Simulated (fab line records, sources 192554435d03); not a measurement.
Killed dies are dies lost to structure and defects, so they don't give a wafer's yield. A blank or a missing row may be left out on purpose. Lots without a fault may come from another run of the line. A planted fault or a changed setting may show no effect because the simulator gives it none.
fab line records | flow n5_finfet
record lots=8 wafers=24 last_day=17
route steps=1938 shown BEOL_M3@953 BEOL_M4@1111
lots that met no fault: from a run of the same line without faults
start_h: hours from the record's first day to the start of the lot's first wafer shown | wait_h: hours since the lot's step before | " the same as in the row above | L1.1+2: a row that stands for several wafers | - no value, or no start given | * or withheld: withheld | < > ~ a bound
route shown NAME@n: a module of which the file shows steps, and the number in the route of the first | usual: mean/standard deviation of fault-free wafers | same: alike in all rows | chamber/n: place in a boat | sites: the reading at each site | _std_site: their standard deviation | _edge_site: outer sites' mean less inner sites' | radius_mm: how far each site lies from the wafer's centre | mask NAME#n: copy n | behind: the tool/chamber that last shaped the wafer | hold: why the lot was held/for how many hours/how that ended | device: the transistor (n, p or np) that didn't switch | end of line: the same wafers' tests at the end of the route | a step without rows: its recipe alone | killed: dies lost to structure and defects at the first sort, not the wafer's yield | map: a wafer's dies, x killed, . not, _ none there
set.NAME: the setting as run; set.NAME@STEP: as run at that earlier step | model.NAME: the simulator's own value behind a step, which no gauge read
steps of the route over a sample of lots; a table a step, a row a wafer
services: from which hour (start_h, from the record's first day; less than 0 if before it) a tool's chamber was out of use, for how many hours, and why
## steps
# step N5_BEOL_M3_STRIP_66
# recipe chemistry=CF4 resist=SiARC power_w=300 bias_power_w=75 pressure_mtorr=50 cf4_flow_sccm=150 rf_frequency_hz=6e+07
# usual chamber_pressure_mTorr=50.00/0.049 drypump_motor_current_A=5.7/0.49 oes_product_au=0.79/0.084 rf_vpp_V=271.0/1.5 showerhead_plenum_p_Torr=1.78/0.052 throttle_valve_pct=13.46/0.16
# columns lot.wafer tool chamber start_h wait_h chamber_pressure_mTorr drypump_motor_current_A oes_product_au rf_hours_counter_h rf_vpp_V showerhead_plenum_p_Torr throttle_valve_pct
L372.1 rie_diel-02 2 149.48 0.0 50.04 6.0 0.97 5 271.0 1.77 13.41
L372.3 " 3 " " 49.99 5.6 0.69 197 274.1 1.85 13.66
L372.6 " 3 " " 50.07 5.6 0.69 - 272.3 1.85 13.66
L373.1 rie_diel-02 0 156.11 0.0 50.04 5.9 0.71 213 270.4 1.77 13.70
L373.3 " 3 " " 49.93 5.6 0.69 200 272.5 1.85 13.68
L373.5 " 2 " " 50.04 6.0 0.95 - 270.7 1.77 13.42
L374.1 rie_diel-06 3 157.10 0.0 49.96 5.9 0.85 44 272.1 1.75 13.22
L374.2 " 0 " " 50.02 5.8 0.96 5 271.6 1.76 13.20
L374.5 " 1 " " 49.98 6.6 0.88 - 272.4 1.89 13.43
L375.1 rie_diel-06 2 173.11 0.0 50.00 5.6 0.69 214 271.2 1.77 13.44
L375.3 " 0 " " 49.99 5.8 0.95 10 271.2 1.76 13.21
L375.5 " 2 " " 50.04 5.7 0.70 - 270.1 1.77 13.46
L378.3 rie_diel-02 1 184.60 0.0 50.12 6.0 0.95 5 270.1 1.75 13.31
L378.4 " 0 " " 50.00 5.9 0.70 222 270.2 1.77 13.70
L378.5 " 3 " " 50.11 5.6 0.69 - 272.9 1.84 13.68
L379.2 rie_diel-06 3 197.00 0.0 49.98 5.9 0.83 58 269.7 1.75 13.26
L379.3 " 1 " " 49.95 6.6 0.85 56 272.2 1.88 13.45
L379.6 " 3 " " 50.00 5.9 0.84 - 270.2 1.75 13.26
L394.2 rie_diel-01 1 278.99 0.0 49.95 5.8 0.72 181 269.1 1.72 13.42
L394.3 " 0 " " 49.98 5.8 0.72 181 272.1 1.86 13.80
L394.6 " 2 " " 50.06 5.0 0.77 - 269.9 1.74 13.41
L393.3 rie_diel-01 3 287.69 0.0 49.92 4.7 0.78 126 268.7 1.73 13.44
L393.4 " 0 " " 49.99 5.8 0.71 184 273.8 1.85 13.82
L393.6 " 1 " " 49.97 5.7 0.72 - 268.8 1.72 13.43
# step N5_BEOL_M3_ALD_98
# recipe material=SiO2 target_thk_a=25 temp_c=100 ald_precursor_family=BDEAS ald_co_reactant=O2-plasma pulse_time_s=1 co_reactant_pulse_time_s=1 purge_time_s=2 co_reactant_purge_time_s=2 ald_cycles=17 pressure_torr=2
# usual heater_power_w=75/6.4 precursor_pulse_height_rel=1.000/0.022
# columns lot.wafer tool chamber start_h wait_h heater_power_w precursor_pulse_height_rel
L372.1 ald_sin-04 0 150.57 0.2 62 1.007
L372.3 " 3 " " 75 0.981
L372.6 " 1 " " 76 1.032
L373.1 ald_sin-04 3 158.53 1.4 77 1.007
L373.3 " 2 " " 72 1.012
L373.5 " 0 " " 64 1.024
L374.1 ald_sin-04 0 158.62 0.7 65 1.018
L374.2 " 2 " " 73 1.015
L374.5 " 0 " " 65 0.981
L375.1 ald_sin-04 3 174.11 0.3 76 0.990
L375.3 " 2 " " 72 0.996
L375.5 " 2 " " 73 0.987
L378.3 ald_sin-04 2 185.53 0.2 71 0.986
L378.4 " 0 " " 61 1.018
L378.5 " 3 " " 74 1.008
L379.2 ald_sin-01 0 197.95 0.1 67 0.997
L379.3 " 3 " " 65 0.991
L379.6 " 0 " " 66 0.982
L394.2 ald_sin-02 1 280.38 0.1 76 1.052
L394.3 " 0 " " 87 1.024
L394.6 " 3 " " 82 0.984
L393.3 ald_sin-02 2 288.58 0.1 79 1.026
L393.4 " 0 " " 85 1.020
L393.6 " 1 " " 76 1.026
# step N5_BEOL_M3_VIA_ETCH_34
# recipe chemistry=C4F6/O2 target_depth_a=694 mask_material=SOC pressure_mtorr=15 ion_energy_ev=250 taper_deg=4 time_s=65.9 source_w=350 bias_w=170 Ar_flow_sccm=300 C4F6_flow_sccm=10 O2_flow_sccm=10
# usual O2_flow_sccm=10.01/0.03 chamber_pressure_mTorr=14.999/0.013 drypump_motor_current_A=5.7/0.47 oes_f_703_au=0.81/0.094 oes_o_777_au=0.81/0.095 oes_product_au=0.81/0.097 rf_fwd_power_W=347.0/1.3 rf_vpp_V=663/6.1 showerhead_plenum_p_Torr=2.81/0.073 throttle_valve_pct=30.60/0.2
# columns lot.wafer tool chamber start_h wait_h O2_flow_sccm chamber_pressure_mTorr drypump_motor_current_A oes_f_703_au oes_o_777_au oes_product_au rf_fwd_power_W rf_hours_counter_h rf_vpp_V showerhead_plenum_p_Torr throttle_valve_pct
L372.1 rie_diel-02 0 151.03 0.0 10.01 14.999 5.9 0.71 0.72 0.72 347.4 211 658 2.82 30.82
L372.3 " 3 " " 10.02 15.007 5.6 0.70 0.69 0.70 348.1 198 666 2.92 30.55
L372.6 " 3 " " 9.97 14.987 5.5 0.69 0.70 0.70 347.1 - 666 2.92 30.55
L374.1 rie_diel-01 0 163.56 0.0 10.00 14.997 5.7 0.74 0.74 0.76 345.0 144 676 2.97 31.01
L374.2 " 2 " " 9.97 15.002 4.9 0.83 0.84 0.83 346.7 68 664 2.77 30.49
L374.5 " 3 " " 10.00 14.993 4.7 0.82 0.82 0.83 347.0 - 665 2.74 30.35
L373.1 rie_diel-01 1 164.03 0.0 10.01 15.015 5.8 0.77 0.77 0.76 348.4 145 654 2.73 30.30
L373.3 " 0 " " 10.02 14.996 5.7 0.74 0.74 0.75 344.9 144 677 2.97 30.99
L373.5 " 3 " " 9.99 14.998 4.7 0.82 0.82 0.82 346.0 - 665 2.74 30.36
L375.1 rie_diel-02 3 178.08 0.0 9.98 15.002 5.6 0.69 0.69 0.69 346.0 207 667 2.92 30.56
L375.3 " 0 " " 10.07 14.965 5.9 0.71 0.71 0.71 347.1 220 658 2.82 30.83
L375.5 " 1 " " 9.98 14.983 6.1 0.96 0.96 0.98 347.8 - 660 2.80 30.75
L378.3 rie_diel-06 0 191.64 0.0 9.98 15.014 5.8 0.96 0.97 0.95 347.3 16 659 2.79 30.37
L378.4 " 3 " " 10.03 14.994 5.9 0.87 0.87 0.85 346.6 56 663 2.77 30.53
L378.5 " 2 " " 9.96 14.971 5.7 0.70 0.71 0.69 349.2 - 664 2.81 30.40
L379.2 rie_diel-02 1 199.08 0.0 10.02 15.005 6.0 0.95 0.95 0.96 347.3 9 658 2.80 30.74
L379.3 " 2 " " 10.06 15.004 6.0 0.92 0.92 0.93 348.0 20 659 2.78 30.73
L379.6 " 0 " " 10.04 14.977 5.9 0.71 0.71 0.71 347.4 - 659 2.81 30.84
L394.2 rie_diel-02 3 286.03 0.0 10.01 14.985 5.5 0.67 0.67 0.66 347.6 236 665 2.91 30.57
L394.3 " 1 " " 10.04 15.005 6.1 0.89 0.88 0.90 348.6 34 658 2.79 30.76
L394.6 " 2 " " 9.98 15.001 6.0 0.88 0.88 0.89 348.0 - 661 2.77 30.76
L393.3 rie_diel-01 3 294.25 0.0 9.99 14.985 4.7 0.77 0.78 0.78 348.5 128 663 2.73 30.41
L393.4 " 3 " " 9.99 15.007 4.6 0.78 0.78 0.78 347.1 - 664 2.73 30.38
L393.6 " 1 " " 9.99 14.995 5.8 0.73 0.74 0.72 349.2 - 652 2.71 30.33
# step N5_BEOL_M3_TRENCH_ETCH_37
# recipe chemistry=C4F6/O2 target_depth_a=555.55 target=SiOC time_s=29.2 ion_energy_ev=250 pressure_mtorr=30 source_w=355 bias_w=185 Ar_flow_sccm=300 C4F6_flow_sccm=10 O2_flow_sccm=10
# usual O2_flow_sccm=10.001/0.029 chamber_pressure_mTorr=29.999/0.03 drypump_motor_current_A=5.6/0.47 oes_f_703_au=0.81/0.094 oes_o_777_au=0.81/0.094 oes_product_au=0.81/0.097 rf_fwd_power_W=349.6/1.6 rf_vpp_V=663/6.1 showerhead_plenum_p_Torr=2.81/0.073 throttle_valve_pct=20.73/0.17
# columns lot.wafer tool chamber start_h wait_h O2_flow_sccm chamber_pressure_mTorr drypump_motor_current_A oes_f_703_au oes_o_777_au oes_product_au rf_fwd_power_W rf_hours_counter_h rf_vpp_V showerhead_plenum_p_Torr throttle_valve_pct
L372.1 rie_diel-02 0 151.13 - 9.992 30.005 5.9 0.72 0.72 0.71 348.0 211 659 2.83 20.95
L372.3 " 3 " " 10.018 29.973 5.6 0.69 0.69 0.70 351.0 198 667 2.93 20.80
L372.6 " 3 " " 10.029 29.988 5.6 0.70 0.70 0.70 352.7 - 668 2.93 20.82
L374.1 rie_diel-01 0 163.66 - 10.035 30.025 5.7 0.73 0.74 0.75 344.7 144 677 2.98 21.06
L374.2 " 2 " " 9.965 29.984 4.9 0.82 0.84 0.83 349.7 69 662 2.77 20.57
L374.5 " 3 " " 9.975 29.997 4.7 0.81 0.82 0.83 349.8 - 667 2.75 20.56
L373.1 rie_diel-01 1 164.13 - 9.968 29.964 5.8 0.77 0.77 0.75 350.3 145 654 2.73 20.47
L373.3 " 0 " " 10.002 30.024 5.7 0.74 0.75 0.75 348.4 144 678 2.98 21.07
L373.5 " 3 " " 10.012 29.966 4.6 0.81 0.82 0.83 349.4 - 667 2.75 20.54
L375.1 rie_diel-02 3 178.18 - 10.065 30.081 5.6 0.69 0.70 0.68 351.1 207 667 2.92 20.82
L375.3 " 0 " " 10.003 29.999 5.9 0.71 0.71 0.71 347.5 220 659 2.82 20.95
L375.5 " 1 " " 10.053 29.984 6.1 0.97 0.97 0.98 350.0 - 659 2.81 20.78
L378.3 rie_diel-06 0 191.74 - 9.986 29.998 5.8 0.96 0.96 0.94 351.0 16 659 2.79 20.53
L378.4 " 3 " " 9.990 29.999 5.9 0.87 0.88 0.84 351.8 56 660 2.78 20.59
L378.5 " 2 " " 9.964 29.975 5.7 0.70 0.70 0.68 350.8 - 666 2.81 20.61
L379.2 rie_diel-02 1 199.18 - 9.967 29.977 6.0 1.20 1.17 1.00 434.8 9 590 2.81 20.80
L379.3 " 2 " " 9.999 30.004 6.0 0.92 0.93 0.94 351.1 20 661 2.78 20.75
L379.6 " 0 " " 9.964 30.051 6.0 0.71 0.70 0.71 347.6 - 658 2.82 20.96
L394.2 rie_diel-02 3 286.13 - 10.022 29.992 5.5 0.67 0.67 0.68 353.4 236 666 2.91 20.86
L394.3 " 1 " " 10.028 30.008 6.0 0.88 0.88 0.90 349.8 34 660 2.79 20.83
L394.6 " 2 " " 10.030 30.027 6.0 0.88 0.89 0.90 350.2 - 659 2.77 20.80
L393.3 rie_diel-01 3 294.35 - 10.029 29.985 4.7 0.77 0.78 0.78 349.7 128 666 2.73 20.60
L393.4 " 3 " " 10.041 30.012 4.7 0.77 0.78 0.78 349.8 - 665 2.73 20.61
L393.6 " 1 " " 10.043 30.001 5.8 0.73 0.73 0.71 348.8 - 654 2.71 20.55
# step N5_BEOL_M3_OCD_MEAS_38
# usual trench_depth_nm=55.5/0.84
# columns lot.wafer tool chamber start_h wait_h trench_depth_nm
L372.1 ocd-01 - 151.28 - 55.1
L372.3 " - " " 54.3
L372.6 " - " " 55.5
L374.1 ocd-01 - 163.81 - 54.9
L374.2 " - " " 55.3
L374.5 " - " " 55.4
L373.1 ocd-01 - 164.28 - 54.8
L373.3 " - " " 55.2
L373.5 " - " " 55.4
L375.1 ocd-02 - 178.33 - 54.6
L375.3 " - " " 54.9
L375.5 " - " " 55.4
L378.3 ocd-02 - 191.90 - 56.3
L378.4 " - " " 56.1
L378.5 " - " " 53.7
L379.2 ocd-01 - 199.34 - 61.7
L379.3 " - " " 56.7
L379.6 " - " " 55.8
L394.2 ocd-01 - 286.29 - 55.3
L394.3 " - " " 56.3
L394.6 " - " " 56.9
L393.3 ocd-02 - 294.50 - 54.4
L393.4 " - " " 55.0
L393.6 " - " " 53.9
# step N5_BEOL_M4_RC_MEAS_101
# usual DIBL_N=35.9/1.3 DIBL_P=35.9/1.6 IOFF_N=0.156/0.022 IOFF_P=0.205/0.023 ION_N=675/9 ION_P=463/5.6 SS_N=71.4/0.57 SS_P=73.1/0.52 VT_N=249.7/2.8 VT_P=-250.2/2.5
# columns lot.wafer tool chamber start_h wait_h DIBL_N[mV/V] DIBL_P[mV/V] IOFF_N[nA/um] IOFF_P[nA/um] ION_N[uA/um] ION_P[uA/um] SS_N[mV/dec] SS_P[mV/dec] VT_N[mV] VT_P[mV]
L372.1 prober-02 0 172.14 0.0 35.6 34.2 0.159 0.222 675 464 71.5 73.0 246.2 -248.6
L372.3 " 0 " " 35.5 34.0 0.150 0.217 666 461 72.1 72.8 250.6 -248.1
L372.6 " 0 " " 35.9 33.5 0.156 0.207 667 457 71.5 72.6 248.4 -250.1
L374.1 prober-02 0 178.45 0.0 35.7 36.3 0.169 0.208 679 460 71.8 73.6 247.4 -251.9
L374.2 " 0 " " 34.0 33.5 0.136 0.173 663 454 71.2 72.4 252.1 -254.5
L374.5 " 0 " " 36.6 37.3 0.185 0.220 680 463 72.8 72.9 247.1 -251.7
L373.1 prober-02 0 180.85 0.0 37.0 36.3 0.171 0.212 677 457 72.1 73.2 249.5 -248.3
L373.3 " 0 " " 37.4 37.6 0.182 0.231 680 462 71.4 73.9 246.6 -246.2
L373.5 " 0 " " 35.8 35.2 0.143 0.192 673 457 71.3 73.3 249.4 -250.7
L375.1 prober-01 0 197.44 0.0 35.5 36.9 0.157 0.188 677 460 70.8 73.3 249.9 -252.9
L375.3 " 0 " " 36.9 38.7 0.190 0.218 691 466 71.9 73.0 248.4 -249.9
L375.5 " 0 " " 37.6 39.1 0.204 0.226 688 459 72.4 73.5 246.2 -252.3
L378.3 prober-02 0 205.60 0.3 34.7 35.5 0.136 0.218 673 467 71.1 72.3 249.2 -247.6
L378.4 " 0 " " 37.3 38.2 0.170 0.266 675 472 72.1 73.3 248.7 -243.5
L378.5 " 0 " " 35.3 35.8 0.142 0.223 679 474 71.8 72.5 250.7 -248.0
L379.2 prober-02 0 222.86 0.2 37.2 36.4 0.155 0.213 672 463 72.2 73.2 249.8 -249.4
L379.3 " 0 " " 35.3 34.1 0.128 0.190 656 456 71.9 72.2 253.4 -249.6
L379.6 " 0 " " 35.9 35.7 0.136 0.205 661 459 71.6 73.4 250.5 -251.1
L394.2 prober-02 0 298.43 0.2 38.9 38.9 0.200 0.240 683 463 71.4 74.7 246.9 -249.0
L394.3 " 0 " " 38.1 36.9 0.182 0.209 680 460 71.7 73.5 248.8 -250.7
L394.6 " 0 " " 37.4 36.3 0.172 0.203 680 462 71.7 73.1 250.2 -252.5
L393.3 prober-01 0 314.45 0.3 34.8 33.5 0.121 0.176 667 466 71.0 72.4 252.6 -252.6
L393.4 " 0 " " 35.9 35.1 0.141 0.204 671 468 71.4 73.3 251.9 -248.8
L393.6 " 0 " " 35.1 33.4 0.122 0.179 669 464 70.9 73.0 252.8 -248.2
## services
# columns tool chamber start_h hours kind
rie_diel-06 1 128.14 16.7 repair
rie_diel-02 1 131.21 - clean
rie_diel-02 1 131.21 - consumable_replace:focus_ring
rie_diel-02 1 131.21 37.2 scheduled_down
rie_diel-02 1 131.21 37.2 vent_cycle
rie_diel-02 2 132.32 6.3 repair
ald_sin-01 - 136.65 28.1 pm
rie_diel-06 2 142.69 23.3 repair
ald_sin-01 - 164.75 6.0 pm
ald_sin-01 - 179.13 14.0 pm
ald_sin-04 3 201.70 1.3 repair
ald_sin-01 0 213.63 5.6 repair
rie_diel-02 - 215.56 14.6 pm
ald_sin-02 3 215.92 20.9 repair
rie_diel-01 - 231.04 0.4 repair
ald_sin-04 - 234.28 14.6 pm
ald_sin-02 0 262.21 6.2 repair
ald_sin-04 - 269.77 14.0 pm
rie_diel-06 - 276.05 14.6 pm
rie_diel-02 - 279.98 0.2 repair
rie_diel-02 0 283.46 - clean
rie_diel-02 0 283.46 - consumable_replace:focus_ring
rie_diel-02 0 283.46 27.3 scheduled_down
rie_diel-02 0 283.46 27.3 vent_cycle
## key
first_sign step=N5_BEOL_M3_TRENCH_ETCH_37 reading=rf_fwd_power_W direction=up sigmas=53 usual=* struck=*
effect step=N5_BEOL_M3_TRENCH_ETCH_37 reading=rf_vpp_V direction=down sigmas=12 usual=663 struck=590
effect step=N5_BEOL_M3_OCD_MEAS_38 reading=trench_depth_nm direction=up sigmas=7.4 usual=55.5 struck=61.7
met_at N5_BEOL_M3_TRENCH_ETCH_37
struck_lots L379
struck_wafers L379.2
not_acting_at N5_BEOL_M3_STRIP_66,N5_BEOL_M3_ALD_98,N5_BEOL_M3_VIA_ETCH_34
onset_between 178.18 199.18
fault kind=process_parameter_drift tool=rie_diel-02 chamber=1 onset_h=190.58 steps=N5_BEOL_M3_TRENCH_ETCH_37 channel=source_w offset=85.2 shape=step end_h=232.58 acts_in=these_recipes_only stated=355
